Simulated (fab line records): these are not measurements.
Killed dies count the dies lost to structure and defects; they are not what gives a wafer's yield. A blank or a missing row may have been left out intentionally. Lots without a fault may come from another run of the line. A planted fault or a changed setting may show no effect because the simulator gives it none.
fab line records	flow n5_finfet	part 1 of 2: steps 1 to 20 of 29
[record] lots = 5	wafers = 15	last_day = 18
route steps=1938 shown MOL_CONTACT_COAG@567
lots with no fault: from the same line, run without faults
start_h: the number of hours between the record's first day and the start of the first shown wafer of the lot	wait_h: hours from the lot's prior step to this one	" same as the row above	L1.1+2: a single row standing in for several wafers	- no value, or no start was given	* or withheld: withheld	< > ~ a bound
route shown NAME@n: a module of which the file shows steps, and the number in the route of the first	usual: mean and standard deviation over wafers with no fault	same: alike in all rows	chamber/n: place in a boat	sites: per-site readings	_std_site: the standard deviation of these	_edge_site: inner sites' mean taken away from outer sites' mean	radius_mm: for every site, how far away it sits from the centre of the wafer	mask NAME#n: copy n	behind: the tool/chamber that last shaped the wafer	hold: the reason the lot was held/the length of the hold in hours/how it ended	device: transistor that didn't switch, given as n, p or np	end of line: the route-end tests of the same wafers	a step given without rows: its recipe and nothing more	killed: the dies lost at the first sort to structure and to defects; this is not the yield of the wafer	map: a wafer's dies, marking killed ones x, the rest . and places with no die _
set.NAME: setting as actually run; set.NAME@STEP: the setting as run at that earlier step	model.NAME: the simulator's own value behind a step, which no gauge read
a table for each step, a row for each wafer; lots at some steps of the route
services: the hour from which a tool's chamber was out of use, counted from the record's first day as start_h (under 0 if before that day), plus the number of hours and why
[[steps]]
[step N5_MOL_CONTACT_COAG_COAT_78]
[recipe] resist = CAR-EUV	spin_rpm = 1500	resist_thk_nm = 40
lot.wafer	tool	chamber	start_h	wait_h
L074.1+2+3	litho_track-01	0	-	-
L079.1+2+5	litho_track-03	0	-	-
L087.1+3+4	litho_track-02	0	-	-
L090.1+3+5	litho_track-02	0	-	-
L097.1+3+5	litho_track-03	0	-	-
[step N5_MOL_CONTACT_COAG_EBR_80]
[recipe] solvent = PGMEA	ebr_width_mm = 1.5
lot.wafer	tool	chamber	start_h	wait_h
L074.1+2+3	litho_track-01	0	-	-
L079.1+2+5	litho_track-03	0	-	-
L087.1+3+4	litho_track-02	0	-	-
L090.1+3+5	litho_track-02	0	-	-
L097.1+3+5	litho_track-03	0	-	-
[step N5_MOL_CONTACT_COAG_SOFTBAKE_79]
[recipe] temp_c = 110	time_s = 60	resist = CAR-EUV
lot.wafer	tool	chamber	start_h	wait_h
L074.1+2+3	litho_track-01	0	-	-
L079.1+2+5	litho_track-03	0	-	-
L087.1+3+4	litho_track-02	0	-	-
L090.1+3+5	litho_track-02	0	-	-
L097.1+3+5	litho_track-03	0	-	-
[step N5_MOL_CONTACT_COAG_EXPOSE_81]
[recipe] mask_id = VG	na = 0.33	source_shape = annular	sigma_inner = 0.3	sigma_outer = 0.7	polarization = unpolarized	defocus_nm = 0	dose_mj = 59.5
lot.wafer	tool	chamber	start_h	wait_h	mask
L074.1+2+3	euv_scanner-02	0	97.89	-	VG#0
L079.1+2+5	euv_scanner-01	0	129.01	-	VG#0
L087.1+3+4	euv_scanner-01	0	179.72	-	VG#0
L090.1+3+5	euv_scanner-01	0	196.56	-	VG#0
L097.1+3+5	euv_scanner-02	0	239.39	-	VG#0
[step N5_MOL_CONTACT_COAG_PEB_82]
[recipe] peb_temp_c = 100	peb_time_s = 60	resist = CAR-EUV
lot.wafer	tool	chamber	start_h	wait_h
L074.1+2+3	litho_track-03	0	97.96	0.1
L079.1+2+5	litho_track-02	0	129.08	0.1
L087.1+3+4	litho_track-01	0	179.80	0.1
L090.1+3+5	litho_track-02	0	196.64	0.1
L097.1+3+5	litho_track-01	0	239.46	0.1
[step N5_MOL_CONTACT_COAG_DEVELOP_83]
[recipe] develop_time_s = 30	developer = TMAH	resist = CAR-EUV	rinse_liquid = surfactant_rinse	dry = air_spin	dev_temp_c = 23
lot.wafer	tool	chamber	start_h	wait_h
L074.1+2+3	litho_track-03	0	-	-
L079.1+2+5	litho_track-02	0	-	-
L087.1+3+4	litho_track-01	0	-	-
L090.1+3+5	litho_track-02	0	-	-
L097.1+3+5	litho_track-01	0	-	-
[step N5_MOL_CONTACT_COAG_CD_MEAS_84]
[recipe] target_cd_nm = 25.1	landing_energy_ev = 500	detector = se_inlens	polarity = opening
[usual] cd_nm = 25.11/0.27
lot.wafer	tool	chamber	start_h	wait_h	cd_nm
L074.1	cd_sem-01	0	98.03	-	24.73
L074.2	"	0	"	"	25.25
L074.3	"	0	"	"	25.45
L079.1	cd_sem-01	0	129.15	-	24.84
L079.2	"	0	"	"	24.93
L079.5	"	0	"	"	25.32
L087.1	cd_sem-03	0	179.87	-	25.16
L087.3	"	0	"	"	24.94
L087.4	"	0	"	"	25.01
L090.1	cd_sem-03	0	196.70	-	24.97
L090.3	"	0	"	"	24.79
L090.5	"	0	"	"	25.02
L097.1	cd_sem-01	0	239.53	-	25.46
L097.3	"	0	"	"	25.27
L097.5	"	0	"	"	25.50
[step N5_MOL_CONTACT_COAG_OVL_MEAS_85]
[recipe] points_per_wafer = 522
[usual] VG_OVL = 0.1/0.88
lot.wafer	tool	chamber	start_h	wait_h	VG_OVL[nm]
L074.1	overlay-01	0	98.06	0.0	-1.0
L074.2	"	0	"	"	-1.3
L074.3	"	0	"	"	-1.1
L079.1	overlay-01	0	129.18	0.0	-0.2
L079.2	"	0	"	"	-0.1
L079.5	"	0	"	"	0.1
L087.1	overlay-02	0	179.90	0.0	0.2
L087.3	"	0	"	"	-0.3
L087.4	"	0	"	"	1.2
L090.1	overlay-01	0	196.73	0.0	0.9
L090.3	"	0	"	"	1.0
L090.5	"	0	"	"	0.7
L097.1	overlay-01	0	239.56	0.0	-0.8
L097.3	"	0	"	"	-1.1
L097.5	"	0	"	"	-1.4
[step N5_MOL_CONTACT_COAG_INSPECT_57]
[recipe] mode = adi	inspect_instrument = brightfield
[usual] raw_defect_count = 232/56
lot.wafer	tool	chamber	start_h	wait_h	raw_defect_count
L074.1	defect_inspect-02	-	98.23	0.2	295
L074.2	"	-	"	"	257
L074.3	"	-	"	"	271
L079.1	defect_inspect-01	-	129.24	0.1	188
L079.2	"	-	"	"	337
L079.5	"	-	"	"	229
L087.1	defect_inspect-02	-	179.96	0.1	258
L087.3	"	-	"	"	306
L087.4	"	-	"	"	240
L090.1	defect_inspect-01	-	196.79	0.1	299
L090.3	"	-	"	"	182
L090.5	"	-	"	"	200
L097.1	defect_inspect-01	-	239.63	0.1	220
L097.3	"	-	"	"	273
L097.5	"	-	"	"	164
[step N5_MOL_CONTACT_COAG_DESCUM_88]
[recipe] chemistry = O2	time_s = 7	source_power_w = 50	bias_power_w = 20	pressure_mtorr = 20	rf_frequency_hz = 2.712e+07	temp_c = 40	resist = CAR-EUV	o2_flow_sccm = 225
[usual] drypump_motor_current_A = 5.8/0.36	oes_product_au = 0.79/0.098	rf_vpp_V = 243.3/1.4	showerhead_plenum_p_Torr = 2.10/0.079	throttle_valve_pct = 20.36/0.27
lot.wafer	tool	chamber	start_h	wait_h	drypump_motor_current_A	oes_product_au	rf_hours_counter_h	rf_vpp_V	showerhead_plenum_p_Torr	throttle_valve_pct
L074.1	rie_diel-04	1	98.27	0.0	6.1	0.91	32	243.5	2.12	20.10
L074.2	"	0	"	"	6.4	0.72	209	242.1	2.16	20.99
L074.3	"	3	"	"	5.7	0.71	221	243.9	2.17	20.69
L079.1	rie_diel-03	0	129.80	0.6	5.8	0.70	196	243.8	2.18	20.12
L079.2	"	3	"	"	5.5	0.98	2	241.8	2.08	20.47
L079.5	"	0	"	"	5.8	0.71	-	246.0	2.18	20.12
L087.1	rie_diel-05	0	179.99	0.0	6.6	0.81	104	242.8	2.19	20.43
L087.3	"	1	"	"	5.6	0.71	207	241.5	1.97	20.25
L087.4	"	2	"	"	5.1	0.92	19	245.2	2.20	19.85
L090.1	rie_diel-05	2	196.83	0.0	5.1	0.89	25	245.7	2.20	19.84
L090.3	"	1	"	"	5.6	0.70	213	242.2	1.97	20.25
L090.5	"	2	"	"	5.1	0.89	-	245.2	2.20	19.85
L097.1	rie_diel-04	2	240.14	0.5	5.5	0.70	206	242.1	2.01	20.59
L097.3	"	0	"	"	6.4	0.95	6	242.9	2.14	20.73
L097.5	"	1	"	"	6.1	0.82	-	244.5	2.10	20.19
[step N5_MOL_CONTACT_COAG_ETCH_89]
[recipe] chemistry = N2/H2	target = underlayer	target_depth_a = 130	mask_material = CAR-EUV	time_s = 10.4	ion_energy_ev = 200	pressure_mtorr = 30	source_w = 840	bias_w = 150	n2_flow_sccm = 200	h2_flow_sccm = 200	ends = cleared
[usual] bias_w = 150.0/0.47	drypump_motor_current_A = 5.8/0.36	etch_rf_on_time_s = 10.47/0.23	oes_product_au = 0.67/0.085	rf_vpp_V = 524.1/2.8	showerhead_plenum_p_Torr = 2.55/0.1	throttle_valve_pct = 17.78/0.24
lot.wafer	tool	chamber	start_h	wait_h	bias_w	drypump_motor_current_A	etch_rf_on_time_s	oes_product_au	rf_hours_counter_h	rf_vpp_V	showerhead_plenum_p_Torr	throttle_valve_pct
L074.1	rie_diel-04	1	98.30	0.0	150.1	6.1	10.27	0.77	32	525.3	2.60	17.61
L074.2	"	0	"	"	150.3	6.4	10.58	0.61	209	525.0	2.60	18.39
L074.3	"	3	"	"	149.4	5.7	10.18	0.60	221	526.5	2.62	17.97
L079.1	rie_diel-03	0	129.83	0.0	150.1	5.8	10.82	0.60	196	526.3	2.62	17.43
L079.2	"	3	"	"	150.3	5.5	10.44	0.83	2	522.5	2.48	17.62
L079.5	"	0	"	"	150.2	5.8	10.85	0.60	-	525.1	2.62	17.41
L087.1	rie_diel-05	0	180.02	0.0	149.5	6.6	10.63	0.68	104	527.7	2.68	17.94
L087.3	"	1	"	"	150.6	5.6	10.57	0.60	207	520.3	2.41	17.80
L087.4	"	2	"	"	150.5	5.1	10.30	0.77	19	529.2	2.72	17.57
L090.1	rie_diel-05	2	196.86	0.0	149.6	5.1	10.35	0.76	25	527.3	2.72	17.58
L090.3	"	1	"	"	149.9	5.6	10.64	0.59	213	519.6	2.41	17.83
L090.5	"	2	"	"	149.8	5.1	10.34	0.77	-	528.3	2.72	17.61
L097.1	rie_diel-04	2	240.18	0.0	150.3	5.5	10.55	0.60	206	520.1	2.42	17.93
L097.3	"	0	"	"	150.3	6.4	10.16	0.82	6	524.7	2.58	18.02
L097.5	"	1	"	"	150.0	6.1	10.30	0.70	-	523.9	2.58	17.71
[step N5_MOL_CONTACT_COAG_ETCH_90]
[recipe] chemistry = CF4	target = SiARC	target_depth_a = 130	mask_material = CAR-EUV	time_s = 21.7	ion_energy_ev = 80	pressure_mtorr = 40	source_w = 545	bias_w = 36	Ar_flow_sccm = 100	cf4_flow_sccm = 100	ends = cleared
[usual] bias_w = 36.00/0.11	cf4_flow_sccm = 100.0/0.31	drypump_motor_current_A = 5.8/0.36	etch_rf_on_time_s = 21.8/0.51	oes_product_au = 0.67/0.085	rf_vpp_V = 184.1/1.3	showerhead_plenum_p_Torr = 2.15/0.079	throttle_valve_pct = 15.57/0.22
lot.wafer	tool	chamber	start_h	wait_h	bias_w	cf4_flow_sccm	drypump_motor_current_A	etch_rf_on_time_s	oes_product_au	rf_hours_counter_h	rf_vpp_V	showerhead_plenum_p_Torr	throttle_valve_pct
L074.1	rie_diel-04	1	98.32	0.0	35.83	100.3	6.0	21.3	0.78	32	185.3	2.18	15.31
L074.2	"	0	"	"	36.05	100.1	6.4	21.7	0.63	209	184.5	2.21	16.20
L074.3	"	3	"	"	35.98	100.2	5.7	21.1	0.61	221	185.1	2.19	15.79
L079.1	rie_diel-03	0	129.85	0.0	36.00	99.7	5.8	22.6	0.60	196	183.9	2.22	15.37
L079.2	"	3	"	"	35.93	99.9	5.5	21.6	0.84	2	182.9	2.11	15.53
L079.5	"	0	"	"	36.04	100.1	5.8	22.7	0.60	-	186.2	2.22	15.37
L087.1	rie_diel-05	0	180.04	0.0	36.07	100.1	6.6	22.3	0.69	104	184.3	2.25	15.71
L087.3	"	1	"	"	36.13	100.0	5.6	22.7	0.59	207	182.5	2.03	15.60
L087.4	"	2	"	"	36.09	99.9	5.1	22.0	0.77	19	184.4	2.29	15.24
L090.1	rie_diel-05	2	196.88	0.0	36.11	100.2	5.1	21.5	0.76	25	187.3	2.28	15.26
L090.3	"	1	"	"	35.95	100.0	5.7	22.4	0.59	213	182.8	2.03	15.60
L090.5	"	2	"	"	36.11	100.2	5.1	21.5	0.77	-	185.1	2.29	15.25
L097.1	rie_diel-04	2	240.20	0.0	35.97	100.3	5.4	21.8	0.60	206	182.8	2.05	15.72
L097.3	"	0	"	"	36.07	99.9	6.4	21.1	0.82	6	183.4	2.20	15.79
L097.5	"	1	"	"	35.83	99.8	6.1	21.0	0.71	-	183.7	2.16	15.41
[step N5_MOL_CONTACT_COAG_ALD_131]
[recipe] material = SiO2	target_thk_a = 50	temp_c = 100	ald_precursor_family = BDEAS	ald_co_reactant = O2-plasma	pulse_time_s = 1	co_reactant_pulse_time_s = 1	purge_time_s = 2	co_reactant_purge_time_s = 2	ald_cycles = 35	pressure_torr = 2
[usual] heater_power_w = 82/8.9	precursor_pulse_height_rel = 0.999/0.022
lot.wafer	tool	chamber	start_h	wait_h	heater_power_w	precursor_pulse_height_rel
L074.1	ald_sin-04	3	98.47	0.1	95	0.987
L074.2	"	2	"	"	83	0.970
L074.3	"	1	"	"	93	0.946
L079.1	ald_sin-03	1	129.93	0.1	91	1.019
L079.2	"	2	"	"	90	0.992
L079.5	"	0	"	"	70	0.993
L087.1	ald_sin-01	3	180.28	0.2	74	1.018
L087.3	"	2	"	"	93	0.996
L087.4	"	0	"	"	86	0.999
L090.1	ald_sin-01	0	197.36	0.4	86	0.983
L090.3	"	2	"	"	92	1.004
L090.5	"	2	"	"	92	1.012
L097.1	ald_sin-03	3	240.36	0.1	77	1.005
L097.3	"	2	"	"	90	1.004
L097.5	"	1	"	"	89	0.988
[step N5_MOL_CONTACT_COAG_ETCHBACK_132]
[recipe] chemistry = CHF3	target = SiO2	target_depth_a = 100	time_s = 6.7	ion_energy_ev = 200	pressure_mtorr = 30	source_w = 610	bias_w = 170	Ar_flow_sccm = 200	CHF3_flow_sccm = 50
[usual] bias_w = 170.0/0.5	drypump_motor_current_A = 5.8/0.43	oes_product_au = 0.78/0.094	rf_vpp_V = 526/11	showerhead_plenum_p_Torr = 2.40/0.092	throttle_valve_pct = 18.69/0.27
lot.wafer	tool	chamber	start_h	wait_h	bias_w	drypump_motor_current_A	oes_product_au	rf_hours_counter_h	rf_vpp_V	showerhead_plenum_p_Torr	throttle_valve_pct
L074.1	rie_diel-03	2	98.65	0.1	169.6	5.9	0.70	209	509	2.27	18.63
L074.2	"	1	"	"	170.8	5.7	0.95	0	532	2.42	18.63
L074.3	"	3	"	"	170.3	5.5	0.68	249	505	2.34	19.11
L079.1	rie_diel-04	2	130.32	0.3	170.6	5.5	0.74	164	542	2.28	18.65
L079.2	"	1	"	"	169.4	6.1	0.89	44	527	2.42	18.49
L079.5	"	1	"	"	169.4	6.1	0.88	-	528	2.42	18.48
L087.1	rie_diel-04	1	180.46	0.1	169.9	6.1	0.87	61	528	2.41	18.49
L087.3	"	2	"	"	169.9	5.4	0.73	181	540	2.27	18.67
L087.4	"	2	"	"	170.2	5.4	0.73	-	540	2.27	18.66
L090.1	rie_diel-05	3	197.54	0.1	170.4	5.7	0.69	223	530	2.35	18.68
L090.3	"	1	"	"	169.9	5.6	0.69	213	532	2.26	18.68
L090.5	"	1	"	"	169.7	5.6	0.70	-	531	2.26	18.69
L097.1	rie_diel-03	1	240.55	0.1	169.9	5.7	0.83	56	529	2.40	18.72
L097.3	"	3	"	"	170.2	5.5	0.89	36	504	2.33	18.70
L097.5	"	3	"	"	170.4	5.5	0.89	-	504	2.33	18.72
[step N5_MOL_CONTACT_COAG_ETCH_91]
[recipe] chemistry = N2/H2	target = SOC	target_depth_a = 600	overetch_a = 210	mask_material = SiARC	temp_c = 40	time_s = 101.2	ion_energy_ev = 200	pressure_mtorr = 30	source_w = 840	bias_w = 150	n2_flow_sccm = 200	h2_flow_sccm = 200
[usual] bias_w = 150.0/0.47	drypump_motor_current_A = 5.8/0.43	oes_product_au = 0.66/0.075	rf_vpp_V = 524.4/3	showerhead_plenum_p_Torr = 2.56/0.1	throttle_valve_pct = 17.78/0.26
lot.wafer	tool	chamber	start_h	wait_h	bias_w	drypump_motor_current_A	oes_product_au	rf_hours_counter_h	rf_vpp_V	showerhead_plenum_p_Torr	throttle_valve_pct
L074.1	rie_diel-03	2	98.68	0.0	149.8	5.9	0.60	209	520.8	2.40	17.56
L074.2	"	1	"	"	150.0	5.8	0.81	0	525.4	2.62	17.94
L074.3	"	3	"	"	151.5	5.5	0.57	249	522.6	2.48	18.07
L079.1	rie_diel-04	2	130.36	0.0	149.6	5.5	0.62	164	521.2	2.44	17.80
L079.2	"	1	"	"	150.8	6.1	0.74	44	525.0	2.59	17.60
L079.5	"	1	"	"	150.1	6.1	0.74	-	526.2	2.60	17.62
L087.1	rie_diel-04	1	180.49	0.0	149.6	6.1	0.71	61	524.7	2.59	17.63
L087.3	"	2	"	"	150.2	5.5	0.61	181	521.5	2.43	17.86
L087.4	"	2	"	"	150.4	5.5	0.61	-	520.6	2.43	17.86
L090.1	rie_diel-05	3	197.57	0.0	149.0	5.7	0.58	223	523.4	2.51	17.74
L090.3	"	1	"	"	149.7	5.6	0.58	213	519.6	2.41	17.79
L090.5	"	1	"	"	149.8	5.6	0.59	-	519.9	2.41	17.79
L097.1	rie_diel-03	1	240.58	0.0	150.8	5.8	0.69	56	525.1	2.60	18.05
L097.3	"	3	"	"	149.6	5.5	0.74	36	521.9	2.46	17.65
L097.5	"	3	"	"	150.0	5.5	0.74	-	521.4	2.46	17.65
[step N5_MOL_CONTACT_COAG_STRIP_92]
[recipe] chemistry = N2/H2	temp_c = 40	n2_flow_sccm = 200	h2_flow_sccm = 200	rf_frequency_hz = 6e+07
lot.wafer	tool	chamber	start_h	wait_h
L074.1+2+3	rie_diel-03	2,1,3	98.75	0.0
L079.1+2+5	rie_diel-04	2,1,1	130.43	0.0
L087.1+3+4	rie_diel-04	1,2,2	180.56	0.0
L090.1+3+5	rie_diel-05	3,1,1	197.64	0.0
L097.1+3+5	rie_diel-03	1,3,3	240.65	0.0
[step N5_MOL_CONTACT_COAG_STRIP_93]
[recipe] chemistry = N2/H2	temp_c = 40	n2_flow_sccm = 200	h2_flow_sccm = 200	rf_frequency_hz = 6e+07
lot.wafer	tool	chamber	start_h	wait_h
L074.1+2+3	rie_diel-03	2,1,3	98.76	0.0
L079.1+2+5	rie_diel-04	2,1,1	130.44	0.0
L087.1+3+4	rie_diel-04	1,2,2	180.57	0.0
L090.1+3+5	rie_diel-05	3,1,1	197.65	0.0
L097.1+3+5	rie_diel-03	1,3,3	240.66	0.0
[step N5_MOL_CONTACT_COAG_ETCHBACK_135]
[recipe] chemistry = CHF3	target = SiO2	target_depth_a = 250	time_s = 16.7	ion_energy_ev = 200	pressure_mtorr = 30	source_w = 610	bias_w = 170	Ar_flow_sccm = 200	CHF3_flow_sccm = 50
[usual] bias_w = 170.0/0.54	drypump_motor_current_A = 5.8/0.43	oes_product_au = 0.78/0.093	rf_vpp_V = 526/11	showerhead_plenum_p_Torr = 2.40/0.092	throttle_valve_pct = 18.69/0.27
lot.wafer	tool	chamber	start_h	wait_h	bias_w	drypump_motor_current_A	oes_product_au	rf_hours_counter_h	rf_vpp_V	showerhead_plenum_p_Torr	throttle_valve_pct
L074.1	rie_diel-03	2	98.77	0.0	169.7	5.9	0.70	209	509	2.27	18.61
L074.2	"	1	"	"	170.1	5.8	0.95	0	531	2.42	18.63
L074.3	"	3	"	"	170.7	5.5	0.67	249	504	2.34	19.10
L079.1	rie_diel-04	2	130.45	0.0	169.8	5.5	0.74	164	539	2.28	18.64
L079.2	"	1	"	"	169.7	6.1	0.88	44	529	2.42	18.46
L079.5	"	1	"	"	169.8	6.1	0.88	-	528	2.42	18.47
L087.1	rie_diel-04	1	180.58	0.0	170.4	6.1	0.87	61	528	2.41	18.50
L087.3	"	2	"	"	170.9	5.4	0.73	181	541	2.27	18.68
L087.4	"	2	"	"	170.0	5.5	0.73	-	539	2.27	18.67
L090.1	rie_diel-05	3	197.66	0.0	169.5	5.7	0.69	223	530	2.35	18.70
L090.3	"	1	"	"	170.7	5.6	0.70	213	531	2.26	18.68
L090.5	"	1	"	"	170.4	5.6	0.70	-	530	2.26	18.70
L097.1	rie_diel-03	1	240.67	0.0	169.9	5.8	0.82	56	531	2.40	18.70
L097.3	"	3	"	"	169.9	5.5	0.88	36	505	2.33	18.71
L097.5	"	3	"	"	169.5	5.5	0.88	-	504	2.33	18.71
[step N5_MOL_CONTACT_COAG_STRIP_118]
[recipe] chemistry = CHF3	resist = SiARC	rf_frequency_hz = 6e+07
lot.wafer	tool	chamber	start_h	wait_h
L074.1+2+3	rie_diel-03	2,1,3	98.80	0.0
L079.1+2+5	rie_diel-04	2,1,1	130.47	0.0
L087.1+3+4	rie_diel-04	1,2,2	180.61	0.0
L090.1+3+5	rie_diel-05	3,1,1	197.68	0.0
L097.1+3+5	rie_diel-03	1,3,3	240.70	0.0
[step N5_MOL_CONTACT_COAG_VIA_ETCH_46]
[recipe] chemistry = C4F6/O2	target_depth_a = 460	overetch_a = 92	mask_material = SOC	target = SiO2	bias_w = 455	pressure_mtorr = 10	time_s = 40	source_w = 325	Ar_flow_sccm = 300	C4F6_flow_sccm = 10	O2_flow_sccm = 10	ion_energy_ev = 575.3	ends = end_point
[usual] bias_w = 454.9/1.3	drypump_motor_current_A = 5.8/0.43	oes_product_au = 0.70/0.08	rf_vpp_V = 1591/30	showerhead_plenum_p_Torr = 2.86/0.11	throttle_valve_pct = 40.8/0.5
lot.wafer	tool	chamber	start_h	wait_h	bias_w	drypump_motor_current_A	oes_product_au	rf_hours_counter_h	rf_vpp_V	showerhead_plenum_p_Torr	throttle_valve_pct
L074.1	rie_diel-03	2	98.81	0.0	455.2	5.9	0.64	209	1544	2.71	40.5
L074.2	"	1	"	"	455.4	5.7	0.85	0	1605	2.88	40.6
L074.3	"	3	"	"	453.2	5.5	0.61	249	1531	2.80	41.3
L079.1	rie_diel-04	2	130.48	0.0	452.8	5.5	0.67	164	1634	2.72	40.9
L079.2	"	1	"	"	453.7	6.1	0.77	44	1600	2.89	40.8
L079.5	"	1	"	"	456.1	6.1	0.78	-	1599	2.89	40.8
L087.1	rie_diel-04	1	180.62	0.0	453.4	6.1	0.75	61	1599	2.88	40.8
L087.3	"	2	"	"	454.6	5.5	0.65	181	1632	2.71	40.9
L087.4	"	2	"	"	454.9	5.5	0.65	-	1634	2.71	40.9
L090.1	rie_diel-05	3	197.69	0.0	454.9	5.7	0.62	223	1606	2.80	40.3
L090.3	"	1	"	"	456.5	5.6	0.62	213	1606	2.69	40.5
L090.5	"	1	"	"	455.8	5.6	0.63	-	1605	2.69	40.5
L097.1	rie_diel-03	1	240.71	0.0	455.8	5.8	0.73	56	1602	2.85	40.7
L097.3	"	3	"	"	454.6	5.5	0.78	36	1529	2.78	40.7
L097.5	"	3	"	"	454.4	5.5	0.79	-	1529	2.78	40.7
